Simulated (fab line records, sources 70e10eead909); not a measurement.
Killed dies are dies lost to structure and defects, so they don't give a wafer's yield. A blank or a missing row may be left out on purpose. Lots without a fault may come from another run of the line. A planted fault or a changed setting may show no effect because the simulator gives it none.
Which tool did it? | flow nand_harc | 14 lots, 42 wafers sampled, at 4 steps of a route of 1159

WHAT THE GAUGES READ, wafer by wafer
The record holds no reading of a measuring or inspecting step that can be judged against a usual standard deviation.

WHICH TOOL RAN EACH LOT (tool, then ch and the chambers of the sampled wafers, then the start)
lot  | NHARC_A_SGD_CUT_STRIP_28                      | NHARC_A_SLIT_ETCH_24               | NHARC_A_SLIT_ETCH_26             | NHARC_A_SLIT_STRIP_18
L114 | rie_diel-05 ch 0,2,3, day 13 21:37 or earlier | rie_diel-03 ch 0,2,3, day 13 21:37 | har_etch-02 ch 0,1, day 14 02:12 | rie_diel-03 ch 0,1,3, no start
L115 | rie_diel-08 ch 0,1,2, day 14 13:34 or earlier | rie_diel-03 ch 0,3, day 14 13:34   | har_etch-02 ch 0,1, day 14 16:25 | rie_diel-03 ch 0,1,2, no start
L116 | rie_diel-05 ch 0,1, day 14 10:07              | rie_diel-09 ch 0,2,3, day 14 13:44 | har_etch-01 ch 0,1, day 14 17:34 | rie_diel-10 ch 0,2, no start
L118 | rie_diel-11 ch 1,2, day 14 22:55 or earlier   | rie_diel-03 ch 1,2, day 14 22:55   | har_etch-02 ch 0,1, day 15 03:34 | rie_diel-10 ch 2,3, no start
L117 | rie_diel-05 ch 0,1,3, day 14 23:05 or earlier | rie_diel-10 ch 0,2,3, day 14 23:05 | har_etch-01 ch 0,1, day 15 03:50 | rie_diel-03 ch 0,1,3, no start
L126 | rie_diel-11 ch 0,2,3, day 17 11:58 or earlier | rie_diel-10 ch 0,1,2, day 17 11:58 | har_etch-02 ch 0,1, day 17 14:13 | rie_diel-09 ch 1,3, no start
L125 | rie_diel-11 ch 0,1, day 17 18:17 or earlier   | rie_diel-10 ch 0,3, day 17 18:17   | har_etch-02 ch 0,1, day 17 20:49 | rie_diel-03 ch 1,2,3, no start
L129 | rie_diel-05 ch 0,3, day 18 03:17 or earlier   | rie_diel-09 ch 0,2,3, day 18 03:17 | har_etch-02 ch 0,1, day 18 05:29 | rie_diel-03 ch 1,2, no start
L131 | rie_diel-11 ch 0,1, day 18 04:25 or earlier   | rie_diel-09 ch 0,1,2, day 18 04:25 | har_etch-01 ch 0,1, day 18 06:36 | rie_diel-10 ch 0,1,2, no start
L132 | rie_diel-11 ch 0,3, day 18 11:11 or earlier   | rie_diel-09 ch 0,1, day 18 11:11   | har_etch-01 ch 0,1, day 18 13:24 | rie_diel-03 ch 0,3, no start
L134 | rie_diel-11 ch 0,2,3, day 19 00:55 or earlier | rie_diel-03 ch 0,1,3, day 19 00:55 | har_etch-02 ch 0,1, day 19 05:27 | rie_diel-10 ch 0,3, no start
L133 | rie_diel-05 ch 0,1,2, day 19 01:14 or earlier | rie_diel-10 ch 1,2,3, day 19 01:14 | har_etch-01 ch 0,1, day 19 05:49 | rie_diel-10 ch 1,2, no start
L136 | rie_diel-08 ch 1,2,3, day 19 07:53 or earlier | rie_diel-10 ch 0,1,3, day 19 07:53 | har_etch-02 ch 0,1, day 19 11:59 | rie_diel-09 ch 0,1,3, no start
L135 | rie_diel-05 ch 1,2,3, day 19 08:41 or earlier | rie_diel-09 ch 1,2,3, day 19 08:41 | har_etch-01 ch 0,1, day 19 12:28 | rie_diel-10 ch 0,1,3, no start
- NHARC_A_SGD_CUT_STRIP_28: strips in O2, time 20 s.
- NHARC_A_SLIT_ETCH_24: etches the open film in CF4/CHF3, target depth 121 nm, time 60.5 s.
- NHARC_A_SLIT_ETCH_26: etches the open film in C4F8/O2/Ar, time 90 s, target depth 400 nm.
- NHARC_A_SLIT_STRIP_18: strips in O2.

WHAT THE TOOLS THEMSELVES READ (means of the sampled wafers that have a number; where no wafer has one, the mark that the record gives instead)
NHARC_A_SGD_CUT_STRIP_28. Usual: drypump_motor_current_A 5.7 A, standard deviation 0.33; oes_product_au 1.003 a.u., standard deviation 0.011; rf_vpp_V 58.0 V, standard deviation 0.89; showerhead_plenum_p_Torr 3.59 Torr, standard deviation 0.17; throttle_valve_pct 17.036 %, standard deviation 0.0088.
lot  | tool        | drypump_motor_current_A (A) | oes_product_au (a.u.) | rf_vpp_V (V) | showerhead_plenum_p_Torr (Torr) | throttle_valve_pct (%) | flag
L114 | rie_diel-05 | 5.6                         | 1.003                 | 57.5         | 3.56                            | 17.038                 |
L115 | rie_diel-08 | 5.3                         | 1.007                 | 58.2         | 3.66                            | 17.033                 |
L116 | rie_diel-05 | 5.8                         | 1.006                 | 58.1         | 3.59                            | 17.031                 |
L118 | rie_diel-11 | 5.7                         | 0.986                 | 57.5         | 3.50                            | 17.031                 |
L117 | rie_diel-05 | 5.7                         | 1.002                 | 58.4         | 3.50                            | 17.034                 |
L126 | rie_diel-11 | 5.9                         | 1.009                 | 57.6         | 3.72                            | 17.041                 |
L125 | rie_diel-11 | 5.6                         | 1.010                 | 57.6         | 3.46                            | 17.033                 |
L129 | rie_diel-05 | 5.6                         | 0.987                 | 56.9         | 3.40                            | 17.033                 |
L131 | rie_diel-11 | 5.5                         | 1.013                 | 58.0         | 3.55                            | 17.038                 |
L132 | rie_diel-11 | 6.1                         | 1.019                 | 58.3         | 3.72                            | 17.038                 |
L134 | rie_diel-11 | 5.9                         | 1.011                 | 58.9         | 3.72                            | 17.034                 |
L133 | rie_diel-05 | 5.8                         | 1.001                 | 58.3         | 3.65                            | 17.044                 |
L136 | rie_diel-08 | 5.3                         | 1.001                 | 58.0         | 3.57                            | 17.035                 |
L135 | rie_diel-05 | 5.5                         | 0.998                 | 58.5         | 3.56                            | 17.033                 |

NHARC_A_SLIT_ETCH_24. Usual: bias_w 200.0 W, standard deviation 0.63; cf4_flow_sccm 100.04 sccm, standard deviation 0.3; chf3_flow_sccm 30.00 sccm, standard deviation 0.086; drypump_motor_current_A 5.6 A, standard deviation 0.36; oes_product_au 0.956 a.u., standard deviation 0.021; rf_vpp_V 371.4 V, standard deviation 2.2; showerhead_plenum_p_Torr 1.60 Torr, standard deviation 0.065; throttle_valve_pct 16.804 %, standard deviation 0.0089.
lot  | tool        | bias_w (W) | cf4_flow_sccm (sccm) | chf3_flow_sccm (sccm) | drypump_motor_current_A (A) | oes_product_au (a.u.) | rf_vpp_V (V) | showerhead_plenum_p_Torr (Torr) | throttle_valve_pct (%) | flag
L114 | rie_diel-03 | 199.8      | 99.94                | 30.01                 | 5.7                         | 0.974                 | 369.6        | 1.55                            | 16.797                 |
L115 | rie_diel-03 | 200.3      | 99.79                | 29.96                 | 5.9                         | 0.956                 | 371.5        | 1.60                            | 16.800                 |
L116 | rie_diel-09 | 200.1      | 99.89                | 29.95                 | 5.3                         | 0.955                 | 372.9        | 1.64                            | 16.798                 |
L118 | rie_diel-03 | 199.9      | 100.01               | 30.02                 | 5.8                         | 0.966                 | 370.8        | 1.60                            | 16.790                 |
L117 | rie_diel-10 | 199.9      | 100.03               | 30.04                 | 5.7                         | 0.939                 | 370.6        | 1.57                            | 16.801                 |
L126 | rie_diel-10 | 200.2      | 100.41               | 30.04                 | 5.4                         | 0.962                 | 371.1        | 1.59                            | 16.800                 |
L125 | rie_diel-10 | 199.9      | 100.09               | 30.02                 | 5.7                         | 0.952                 | 368.3        | 1.51                            | 16.800                 |
L129 | rie_diel-09 | 199.9      | 99.98                | 29.95                 | 5.3                         | 0.918                 | 372.7        | 1.64                            | 16.804                 |
L131 | rie_diel-09 | 200.4      | 100.24               | 30.00                 | 5.4                         | 0.925                 | 372.3        | 1.61                            | 16.806                 |
L132 | rie_diel-09 | 199.6      | 100.09               | 29.90                 | 5.5                         | 0.974                 | 372.0        | 1.63                            | 16.807                 |
L134 | rie_diel-03 | 200.3      | 99.92                | 29.99                 | 5.9                         | 0.977                 | 371.6        | 1.59                            | 16.797                 |
L133 | rie_diel-10 | 199.6      | 100.42               | 30.01                 | 5.7                         | 0.971                 | 371.7        | 1.60                            | 16.811                 |
L136 | rie_diel-10 | 200.3      | 99.88                | 30.02                 | 5.6                         | 0.960                 | 369.1        | 1.54                            | 16.797                 |
L135 | rie_diel-09 | 200.6      | 100.00               | 29.98                 | 5.5                         | 0.962                 | 371.8        | 1.63                            | 16.797                 |

NHARC_A_SLIT_ETCH_26. Usual: bias_v 399 V, standard deviation 4; c4f8_flow_sccm 41.70 sccm, standard deviation 0.13; drypump_motor_current_A 6.0 A, standard deviation 0.5; esc_clamp_current_uA 0.0211, standard deviation 0.00036; he_backside_leak_sccm 5.78 sccm, standard deviation 0.25; showerhead_plenum_p_Torr 3.81 Torr, standard deviation 0.075; throttle_valve_pct 27.620 %, standard deviation 0.0095.
lot  | tool        | bias_v (V) | c4f8_flow_sccm (sccm) | drypump_motor_current_A (A) | esc_clamp_current_uA | he_backside_leak_sccm (sccm) | showerhead_plenum_p_Torr (Torr) | throttle_valve_pct (%) | flag
L114 | har_etch-02 | 399        | 41.66                 | 6.0                         | 0.0209               | 5.84                         | 3.88                            | 27.630                 |
L115 | har_etch-02 | 400        | 41.67                 | 6.0                         | 0.0209               | 5.63                         | 3.87                            | 27.625                 |
L116 | har_etch-01 | 401        | 41.61                 | 5.7                         | 0.0214               | 5.18                         | 3.79                            | 27.632                 |
L118 | har_etch-02 | 403        | 41.84                 | 6.0                         | 0.0209               | 5.70                         | 3.87                            | 27.606                 |
L117 | har_etch-01 | 401        | 41.67                 | 6.2                         | 0.0215               | 5.83                         | 3.74                            | 27.618                 |
L126 | har_etch-02 | -          | -                     | -                           | -                    | -                            | -                               | -                      | OFF
L125 | har_etch-02 | -          | -                     | -                           | -                    | -                            | -                               | -                      | OFF
L129 | har_etch-02 | 397        | 41.85                 | 6.0                         | 0.0210               | 5.76                         | 3.85                            | 27.623                 |
L131 | har_etch-01 | 399        | 41.61                 | 5.7                         | 0.0215               | 5.75                         | 3.77                            | 27.613                 |
L132 | har_etch-01 | 401        | 41.81                 | 6.1                         | 0.0216               | 6.10                         | 3.72                            | 27.618                 |
L134 | har_etch-02 | 398        | 41.56                 | 6.0                         | 0.0209               | 5.85                         | 3.85                            | 27.617                 |
L133 | har_etch-01 | 399        | 41.55                 | 5.7                         | 0.0215               | 5.90                         | 3.76                            | 27.618                 |
L136 | har_etch-02 | 405        | 41.63                 | 6.0                         | 0.0209               | 6.01                         | 3.84                            | 27.630                 |
L135 | har_etch-01 | 397        | 41.69                 | 6.2                         | 0.0216               | 5.75                         | 3.71                            | 27.620                 |

NHARC_A_SLIT_STRIP_18. Usual: drypump_motor_current_A 5.6 A, standard deviation 0.36; oes_product_au 1.001 a.u., standard deviation 0.01; rf_vpp_V 57.9 V, standard deviation 0.81; showerhead_plenum_p_Torr 3.57 Torr, standard deviation 0.15; throttle_valve_pct 17.036 %, standard deviation 0.0086.
lot  | tool        | drypump_motor_current_A (A) | oes_product_au (a.u.) | rf_vpp_V (V) | showerhead_plenum_p_Torr (Torr) | throttle_valve_pct (%) | flag
L114 | rie_diel-03 | 5.9                         | 1.010                 | 57.6         | 3.58                            | 17.038                 |
L115 | rie_diel-03 | 5.8                         | 1.007                 | 58.1         | 3.61                            | 17.041                 |
L116 | rie_diel-10 | 5.5                         | 1.000                 | 57.4         | 3.52                            | 17.033                 |
L118 | rie_diel-10 | 6.0                         | 0.988                 | 58.2         | 3.53                            | 17.042                 |
L117 | rie_diel-03 | 5.9                         | 1.004                 | 57.2         | 3.58                            | 17.032                 |
L126 | rie_diel-09 | 5.7                         | 0.991                 | 58.8         | 3.70                            | 17.039                 |
L125 | rie_diel-03 | 5.8                         | 1.011                 | 57.1         | 3.46                            | 17.038                 |
L129 | rie_diel-03 | 5.8                         | 1.009                 | 57.5         | 3.59                            | 17.040                 |
L131 | rie_diel-10 | 5.4                         | 0.997                 | 58.1         | 3.58                            | 17.040                 |
L132 | rie_diel-03 | 5.9                         | 1.015                 | 58.2         | 3.45                            | 17.033                 |
L134 | rie_diel-10 | 5.7                         | 1.001                 | 57.4         | 3.39                            | 17.030                 |
L133 | rie_diel-10 | 5.4                         | 0.995                 | 58.5         | 3.64                            | 17.036                 |
L136 | rie_diel-09 | 5.6                         | 0.991                 | 58.1         | 3.67                            | 17.040                 |
L135 | rie_diel-10 | 5.7                         | 0.995                 | 57.9         | 3.45                            | 17.033                 |

THE ANSWER, worked out from the rows above alone
Rule: a lot is off if the mean of its wafers that have a number lies more than 3 standard deviations from the usual mean. A lot without any number at a reading at which 4 lots or more have one is off too. The other lots that the step has rows for count as sound. The gauges are gone through in route order, then the tools' own readings, and for those a lot's mean is taken as printed above. The first step at which some lot is off is used, and at that step the reading that is off furthest; a lot without a number counts as furthest.
Off: L126, L125, at NHARC_A_SLIT_ETCH_26 (bias_v). Without a number there: L126, L125.
A tool fits if, at that step or a process step before it, it ran every lot that is off, and no sound lot after the first of them. NHARC_A_SGD_CUT_STRIP_28 gives no start for some lots, so the hours and the order of its lots are those of NHARC_A_SLIT_ETCH_24. None of those tried fits.

WHAT THE SIMULATOR HAD PUT IN
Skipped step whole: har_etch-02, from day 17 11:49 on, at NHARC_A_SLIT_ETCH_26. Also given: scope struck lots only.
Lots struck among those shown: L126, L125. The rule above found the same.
